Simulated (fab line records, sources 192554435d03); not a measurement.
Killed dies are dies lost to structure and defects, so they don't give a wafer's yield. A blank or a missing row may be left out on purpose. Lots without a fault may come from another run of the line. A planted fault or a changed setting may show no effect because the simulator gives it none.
A struck lot beside a sound one | flow n5_finfet | 25 steps out of a route of 1938
Sound: wafers L236.1, L236.2, L236.5. Struck: wafers L247.1, L247.6. (L247.4 of the same lot was not struck and is left out.) The cause comes at the end.
At each step with rows: each side's tool, then ch and its chambers, then its first start. Under that, the readings that differ: sound wafers | struck wafers | difference of the means | sigmas: that difference in standard deviations of wafers without a fault.
alike: readings whose means differ by less than 2 such deviations, and words and numbers that are the same on both sides. not compared: withheld readings, readings that some wafer has no value for, bounds like >300 that may hide the same value, and numbers for which the record gives no deviation and whose values overlap.
The two part at a step that has a row with sigmas, a row that says differs or no value, or rows on one side only. Numbers that don't overlap but have no deviation are shown without sigmas and don't part them. A reading that every wafer of one side lacks parts them only if that side has two wafers or more.

first, 1 step without rows for these wafers: N5_BEOL_M14_HARDBAKE_32 (time 120 s).
N5_BEOL_M14_CD_MEAS_28: target cd 284.4 nm.
  sound on cd_sem-01 ch 0, day 14 06:49; struck on cd_sem-01 ch 0, day 17 11:50
  reading    | sound             | struck      | difference | sigmas
  cd_nm (nm) | 280.3 283.1 283.7 | 285.9 290.6 | +5.9       | +3
N5_BEOL_M14_OVL_MEAS_29:
  sound on overlay-01 ch 0, day 14 06:50; struck on overlay-01 ch 0, day 17 11:52
  alike: M14_OVL
N5_BEOL_M14_INSPECT_30: inspects for defects (macro).
  sound on defect_inspect-01, day 14 06:52; struck on defect_inspect-02, day 17 11:54
  alike: raw_defect_count
then, 1 step without rows for these wafers: N5_BEOL_M14_DESCUM_33 (chemistry O2, time 7.9 s).
N5_BEOL_M14_ETCH_67: etches SiARC in CF4, target depth 143 nm, time 238.3 s.
  sound on rie_diel-06 ch 1,2, day 14 07:03; struck on rie_diel-01 ch 1, day 17 11:59
  alike: chamber_pressure_mTorr, drypump_motor_current_A, etch_rf_on_time_s, mfc_ar_sccm, oes_product_au, rf_vpp_V, showerhead_plenum_p_Torr, throttle_valve_pct
  not compared: rf_hours_counter_h
N5_BEOL_M14_ETCH_68: etches SOC in N2/H2, time 450 s.
  sound on rie_diel-06 ch 1,2, day 14 07:12; struck on rie_diel-01 ch 1, day 17 12:12
  alike: chamber_pressure_mTorr, drypump_motor_current_A, oes_product_au, rf_vpp_V, showerhead_plenum_p_Torr, temp_c, throttle_valve_pct
  not compared: rf_hours_counter_h
then, 3 steps without rows for these wafers: N5_BEOL_M14_STRIP_69 (strips in N2/H2); N5_BEOL_M14_TRENCH_ETCH_34 (etches SiO2 in C4F8/O2/Ar, target depth 556.65 nm, time 126.9 s); N5_BEOL_M14_STRIP_70 (strips in C4F8/O2/Ar).
N5_BEOL_M14_OCD_MEAS_35:
  sound on ocd-01, day 14 07:38; struck on ocd-02, day 17 12:50
  alike: trench_depth_nm
then, 1 step without rows for these wafers: N5_BEOL_M14_STRIP_37 (strips in O2).
N5_BEOL_M14_ETCH_38: etches SiCN in CF4/N2, target depth 106.5 nm, time 120.6 s.
  sound on rie_diel-02 ch 1,2, day 14 11:49; struck on rie_diel-02 ch 2,3, day 17 13:00
  reading                                       | sound             | struck     | difference | sigmas
  oes_product_au (a.u.)                         | 0.84 0.83 0.83    | 1.08 1.30  | +0.36      | +5
  model.etch.depth_nm (nm)                      | 95.92 97.72 97.96 | 150 152.5  | +54        |
  model.SiO2_of_BEOL_M14_ILD_DEP_00.thk_nm (nm) | 1073 1076 1086    | 980.2 1012 | -82.2      |
  alike: chamber_pressure_mTorr, drypump_motor_current_A, mfc_ar_sccm, rf_vpp_V, showerhead_plenum_p_Torr, throttle_valve_pct
  not compared: rf_hours_counter_h
then, 3 steps without rows for these wafers: N5_BEOL_M14_PRECLEAN_39 (cleans in residue remover, time 60 s); N5_BEOL_M14_SRD_40 (time 30 s, dry time 30 s); N5_BEOL_M14_DEGAS_41 (time 60 s).
N5_BEOL_M14_PRE_CLEAN_42: time 30 s.
  sound on pvd_sputter-03, day 14 12:14; struck on pvd_sputter-02, day 17 14:02
  alike: heater_power_w
then, 2 steps without rows for these wafers: N5_BEOL_M14_SPUTTER_43 (material TaN, target thk 15 nm, time 24.19 s); N5_BEOL_M14_SPUTTER_44 (material Ta, target thk 15 nm, time 24.19 s).
N5_BEOL_M14_SPUTTER_45: material Cu, target thk 100 nm, time 16.67 s.
  sound on pvd_sputter-03, day 14 12:26; struck on pvd_sputter-02, day 17 14:14
  alike: chamber_pressure_pa, substrate_temp_c, throttle_valve_pct
then, 1 step without rows for these wafers: N5_BEOL_M14_ECD_47 (material Cu, target thk 1248 nm).
N5_BEOL_M14_ANNEAL_48: time 90 s.
  sound on rtp_anneal-01 ch 0, day 14 12:44; struck on rtp_anneal-01 ch 0, day 17 14:37
  alike: wafer_temp_C_max
N5_BEOL_M14_CMP_49: polishes, stops on SiO2, t overpolish 5.2 s, target thk 560 nm.
  sound on cmp-02 ch 1,2,3, day 14 13:02; struck on cmp-04 ch 0,2, day 17 14:58
  reading                                       | sound          | struck      | difference | sigmas
  model.SiO2_of_BEOL_M14_ILD_DEP_00.thk_nm (nm) | 1058 1061 1071 | 965.2 997.4 | -82.0      |
  alike: barrier_field_endpoint_s, motor_current_A, overpolish_run_s, time_to_endpoint_s
N5_BEOL_M14_THK_MEAS_50: measures by xrf.
  sound on film_metro-02, day 14 13:20; struck on film_metro-01, day 17 15:13
  alike: M14_THK
N5_PASSIVATION_PROBE_49:
  the record has rows for the struck wafers here (prober-01, day 18 11:01) and none for the sound ones

WHERE THEY PART
First at N5_BEOL_M14_CD_MEAS_28; last, within this record, at N5_PASSIVATION_PROBE_49.

WHY: what the simulator had put in
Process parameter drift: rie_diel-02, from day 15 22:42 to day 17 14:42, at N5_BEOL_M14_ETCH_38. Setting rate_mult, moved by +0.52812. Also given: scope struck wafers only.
